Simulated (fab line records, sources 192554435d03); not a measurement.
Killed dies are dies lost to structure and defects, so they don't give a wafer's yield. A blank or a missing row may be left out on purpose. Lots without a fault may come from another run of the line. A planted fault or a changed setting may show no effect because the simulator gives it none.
fab line records | flow n5_finfet | part 2 of 2: steps 20 to 26 of 26
record lots=5 wafers=15 last_day=18
route steps=1938 shown MIM_BOT_LITHO@1863 MIM_BOT_ETCH@1866 PASS1_CAP@1873 TV_LITHO@1875 TV_OPEN@1887
lots that met no fault: from a run of the same line without faults
start_h: hours from the record's first day to the start of the lot's first wafer shown | wait_h: hours since the lot's step before | " the same as in the row above | L1.1+2: a row that stands for several wafers | - no value, or no start given | * or withheld: withheld | < > ~ a bound
route shown NAME@n: a module of which the file shows steps, and the number in the route of the first | usual: mean/standard deviation of fault-free wafers | same: alike in all rows | chamber/n: place in a boat | sites: the reading at each site | _std_site: their standard deviation | _edge_site: outer sites' mean less inner sites' | radius_mm: how far each site lies from the wafer's centre | mask NAME#n: copy n | behind: the tool/chamber that last shaped the wafer | hold: why the lot was held/for how many hours/how that ended | device: the transistor (n, p or np) that didn't switch | end of line: the same wafers' tests at the end of the route | a step without rows: its recipe alone | killed: dies lost to structure and defects at the first sort, not the wafer's yield | map: a wafer's dies, x killed, . not, _ none there
set.NAME: the setting as run; set.NAME@STEP: as run at that earlier step | model.NAME: the simulator's own value behind a step, which no gauge read
lots at some steps of the route; a table a step, a row a wafer
services: from which hour (start_h, from the record's first day; less than 0 if before it) a tool's chamber was out of use, for how many hours, and why
## steps
# step N5_PASSIVATION_HARDBAKE_11
# recipe temp_c=130 time_s=120
# usual exhaust_pa=44.9/0.93
# columns lot.wafer tool chamber start_h wait_h exhaust_pa
L074.1 litho_track-01 0 - - 45.6
L074.2 " 0 " " 45.6
L074.3 " 0 " " 45.7
L075.1 litho_track-01 0 - - 45.7
L075.5 " 0 " " 45.7
L075.6 " 0 " " 45.5
L088.1 litho_track-02 0 - - 46.6
L088.4 " 0 " " 45.7
L088.5 " 0 " " 46.9
L093.2 litho_track-05 0 - - 44.4
L093.3 " 0 " " 44.5
L093.5 " 0 " " 43.8
L096.2 litho_track-02 0 - - 45.5
L096.4 " 0 " " 44.0
L096.5 " 0 " " 44.9
# step N5_PASSIVATION_CD_MEAS_10
# recipe target_cd_nm=3000 landing_energy_ev=500 detector=se_inlens
# usual cd_nm=3001.1/2.2
# columns lot.wafer tool chamber start_h wait_h cd_nm
L074.1 cd_sem-01 0 273.42 - 3000.2
L074.2 " 0 " " 2999.9
L074.3 " 0 " " 3001.2
L075.1 cd_sem-02 0 273.59 - 3005.0
L075.5 " 0 " " 3003.8
L075.6 " 0 " " 3003.9
L088.1 cd_sem-03 0 363.34 - 2996.9
L088.4 " 0 " " 2997.5
L088.5 " 0 " " 3001.7
L093.2 cd_sem-01 0 423.08 - 3002.5
L093.3 " 0 " " 3001.6
L093.5 " 0 " " 3001.0
L096.2 cd_sem-01 0 435.52 - 2999.8
L096.4 " 0 " " 2997.7
L096.5 " 0 " " 2996.9
# step N5_PASSIVATION_OVL_MEAS_60
# recipe points_per_wafer=44
# usual TV_OVL=3/5.5
# columns lot.wafer tool chamber start_h wait_h TV_OVL[nm]
L074.1 overlay-01 0 273.45 0.0 -2
L074.2 " 0 " " 8
L074.3 " 0 " " 1
L075.1 overlay-02 0 273.62 0.0 -4
L075.5 " 0 " " 0
L075.6 " 0 " " 0
L088.1 overlay-02 0 363.37 0.0 5
L088.4 " 0 " " 5
L088.5 " 0 " " 11
L093.2 overlay-01 0 423.11 0.0 11
L093.3 " 0 " " -1
L093.5 " 0 " " 11
L096.2 overlay-02 0 435.55 0.0 8
L096.4 " 0 " " 8
L096.5 " 0 " " 1
# step N5_PASSIVATION_INSPECT_61
# recipe mode=adi inspect_instrument=macro
# usual raw_defect_count=2.0/1.4
# columns lot.wafer tool chamber start_h wait_h raw_defect_count
L074.1 defect_inspect-02 - 273.47 0.0 2
L074.2 " - " " 3
L074.3 " - " " 3
L075.1 defect_inspect-02 - 273.64 0.0 2
L075.5 " - " " 2
L075.6 " - " " 0
L088.1 defect_inspect-01 - 363.40 0.0 2
L088.4 " - " " 2
L088.5 " - " " 2
L093.2 defect_inspect-01 - 423.13 0.0 3
L093.3 " - " " 3
L093.5 " - " " 1
L096.2 defect_inspect-02 - 435.58 0.0 0
L096.4 " - " " 2
L096.5 " - " " 1
# step N5_PASSIVATION_DESCUM_12
# recipe chemistry=O2 time_s=7.9 source_power_w=50 bias_power_w=20 pressure_mtorr=20 rf_frequency_hz=2.712e+07 temp_c=40 o2_flow_sccm=225
# usual drypump_motor_current_A=5.7/0.4 oes_product_au=0.82/0.094 rf_fwd_power_W=49.70/0.18 rf_vpp_V=243.7/1.2 showerhead_plenum_p_Torr=2.13/0.06 throttle_valve_pct=20.35/0.28
# columns lot.wafer tool chamber start_h wait_h drypump_motor_current_A oes_product_au rf_fwd_power_W rf_hours_counter_h rf_vpp_V showerhead_plenum_p_Torr throttle_valve_pct
L074.1 rie_diel-02 1 273.80 0.3 6.1 0.75 49.43 172 241.7 2.07 19.99
L074.2 " 2 " " 5.1 0.73 49.64 181 245.1 2.18 20.78
L074.3 " 0 " " 6.5 0.68 50.02 247 241.0 1.96 20.56
L075.1 rie_diel-03 0 274.10 0.5 5.3 0.76 49.84 176 244.2 2.19 20.54
L075.5 " 0 " " 5.3 0.76 49.79 - 243.4 2.19 20.52
L075.6 " 3 " " 5.6 0.71 49.45 - 242.8 2.06 20.53
L088.1 rie_diel-06 2 363.43 0.0 6.1 0.73 49.63 210 244.5 2.17 20.80
L088.4 " 1 " " 5.7 0.96 49.82 10 244.6 2.15 20.28
L088.5 " 1 " " 5.7 0.97 49.60 - 244.9 2.15 20.28
L093.2 rie_diel-02 2 423.40 0.3 5.1 0.69 49.77 230 243.4 2.16 20.85
L093.3 " 1 " " 6.0 0.70 49.64 219 243.4 2.06 20.06
L093.5 " 0 " " 6.6 0.86 49.66 - 244.0 2.21 20.14
L096.2 rie_diel-02 2 435.85 0.3 5.1 0.68 49.53 233 243.4 2.16 20.84
L096.4 " 3 " " 5.6 0.89 50.04 50 244.6 2.14 20.09
L096.5 " 3 " " 5.6 0.89 49.62 - 242.4 2.14 20.07
# step N5_PASSIVATION_PASS_ETCH_74
# recipe chemistry=CF4/O2 target=SiNx target_depth_a=2200 time_s=110 ion_energy_ev=100 pressure_mtorr=40 source_w=535 bias_w=49 Ar_flow_sccm=100 cf4_flow_sccm=100 O2_flow_sccm=10
# usual bias_w=49.00/0.14 drypump_motor_current_A=5.7/0.4 mfc_ar_sccm=100.0/0.33 oes_product_au=0.81/0.097 rf_fwd_power_W=532.8/1.8 rf_vpp_V=239/4.7 showerhead_plenum_p_Torr=2.24/0.055 throttle_valve_pct=15.93/0.25
# columns lot.wafer tool chamber start_h wait_h bias_w drypump_motor_current_A mfc_ar_sccm oes_product_au rf_fwd_power_W rf_hours_counter_h rf_vpp_V showerhead_plenum_p_Torr throttle_valve_pct
L074.1 rie_diel-02 1 273.87 0.0 48.81 6.0 100.4 0.75 529.4 172 246 2.20 15.69
L074.2 " 2 " " 49.09 5.2 100.0 0.71 532.2 181 240 2.29 16.35
L074.3 " 0 " " 49.08 6.6 100.2 0.67 530.0 247 235 2.08 16.16
L075.1 rie_diel-03 0 274.16 0.0 49.04 5.3 99.8 0.75 533.8 176 240 2.29 16.06
L075.5 " 0 " " 49.07 5.3 99.9 0.75 532.6 - 239 2.29 16.08
L075.6 " 3 " " 48.94 5.6 100.5 0.71 535.9 - 233 2.18 16.16
L088.1 rie_diel-06 2 363.50 0.0 49.14 6.1 99.6 0.72 531.1 210 243 2.28 16.33
L088.4 " 1 " " 48.88 5.8 99.8 0.94 534.3 10 245 2.26 15.80
L088.5 " 1 " " 48.78 5.8 99.9 0.94 532.8 - 245 2.26 15.82
L093.2 rie_diel-02 2 423.47 0.0 48.92 5.1 99.7 0.67 533.0 230 240 2.27 16.44
L093.3 " 1 " " 49.25 6.0 99.7 0.71 532.5 219 247 2.18 15.79
L093.5 " 0 " " 48.99 6.6 99.4 0.85 533.0 - 239 2.32 15.74
L096.2 rie_diel-02 2 435.92 0.0 49.00 5.1 100.3 0.67 530.9 233 241 2.27 16.45
L096.4 " 3 " " 48.88 5.5 100.3 0.90 538.5 50 243 2.24 15.63
L096.5 " 3 " " 49.11 5.6 100.4 0.89 535.4 - 242 2.24 15.59
# step N5_PASSIVATION_VIA_ETCH_13
# recipe chemistry=CHF3/O2 target=SiO2 target_depth_a=6600 CHF3_flow_sccm=50 O2_flow_sccm=5 Ar_flow_sccm=200 time_s=330 mask_material=PR pressure_mtorr=30 source_w=650 bias_w=170 ion_energy_ev=200 ends=cleared
# usual bias_w=170.1/0.44 drypump_motor_current_A=5.7/0.41 etch_rf_on_time_s=237/5.8 mfc_ar_sccm=199.9/0.58 oes_product_au=0.73/0.085 rf_fwd_power_W=647.9/2.1 rf_vpp_V=521/9.6 showerhead_plenum_p_Torr=2.45/0.062 throttle_valve_pct=18.80/0.25
# columns lot.wafer tool chamber start_h wait_h bias_w drypump_motor_current_A etch_rf_on_time_s mfc_ar_sccm oes_product_au rf_fwd_power_W rf_hours_counter_h rf_vpp_V showerhead_plenum_p_Torr throttle_valve_pct
L074.1 rie_diel-02 1 273.96 0.0 170.2 6.0 231 199.9 0.67 648.4 172 534 2.39 18.49
L074.2 " 2 " " 169.1 5.1 242 200.9 0.65 649.7 182 524 2.50 19.22
L074.3 " 0 " " 170.5 6.6 241 200.4 0.61 647.2 247 508 2.28 19.07
L075.1 rie_diel-03 0 274.25 0.0 169.8 5.3 245 200.1 0.68 648.7 176 519 2.50 18.91
L075.5 " 0 " " 170.3 5.3 242 200.3 0.68 645.4 - 521 2.50 18.91
L075.6 " 3 " " 170.6 5.6 237 199.8 0.63 648.3 - 507 2.37 19.00
L088.1 rie_diel-06 2 363.59 0.0 170.3 6.1 232 201.4 0.65 650.0 211 526 2.48 19.16
L088.4 " 1 " " 169.5 5.8 238 200.5 0.85 646.5 10 532 2.47 18.73
L088.5 " 1 " " 169.6 5.8 239 199.5 0.85 647.5 - 532 2.47 18.72
L093.2 rie_diel-02 2 423.56 0.0 169.9 5.1 247 200.3 0.61 644.8 230 521 2.48 19.32
L093.3 " 1 " " 170.4 6.0 237 199.5 0.63 650.5 219 532 2.37 18.56
L093.5 " 0 " " 170.4 6.6 239 200.6 0.76 644.6 - 519 2.55 18.67
L096.2 rie_diel-02 2 436.01 0.0 169.8 5.1 247 199.7 0.61 651.3 233 522 2.48 19.32
L096.4 " 3 " " 170.1 5.6 228 199.8 0.80 651.0 50 529 2.44 18.45
L096.5 " 3 " " 169.8 5.6 233 200.4 0.80 648.2 - 527 2.44 18.45
## services
# columns tool chamber start_h hours kind
krf_scanner-02 - 247.85 1.0 repair
wet_bench-03 - 264.80 1.9 pm
rie_diel-04 1 265.53 7.1 repair
krf_scanner-02 - 278.87 4.0 pm
pecvd-01 1 284.69 6.8 repair
pecvd-01 - 286.81 3.3 repair
rie_diel-05 - 290.29 1.3 repair
rie_diel-04 0 298.79 14.6 repair
wet_bench-03 - 303.04 2.7 repair
krf_scanner-02 - 303.23 1.3 pm
wet_bench-01 - 315.59 2.9 repair
rie_diel-02 - 315.59 2.8 pm
krf_scanner-02 - 326.04 0.8 pm
rie_diel-03 - 343.13 14.6 pm
rie_diel-06 1 352.47 9.0 repair
rie_diel-05 1 358.51 3.4 repair
rie_diel-04 2 360.37 9.1 repair
wet_bench-04 - 370.13 1.5 repair
krf_scanner-02 - 381.27 14.9 repair
rie_diel-03 1 388.84 3.2 repair
rie_diel-05 1 397.63 1.4 repair
pecvd-01 - 408.68 6.0 pm
krf_scanner-02 - 417.94 0.5 repair
rie_diel-05 0 428.62 3.3 repair
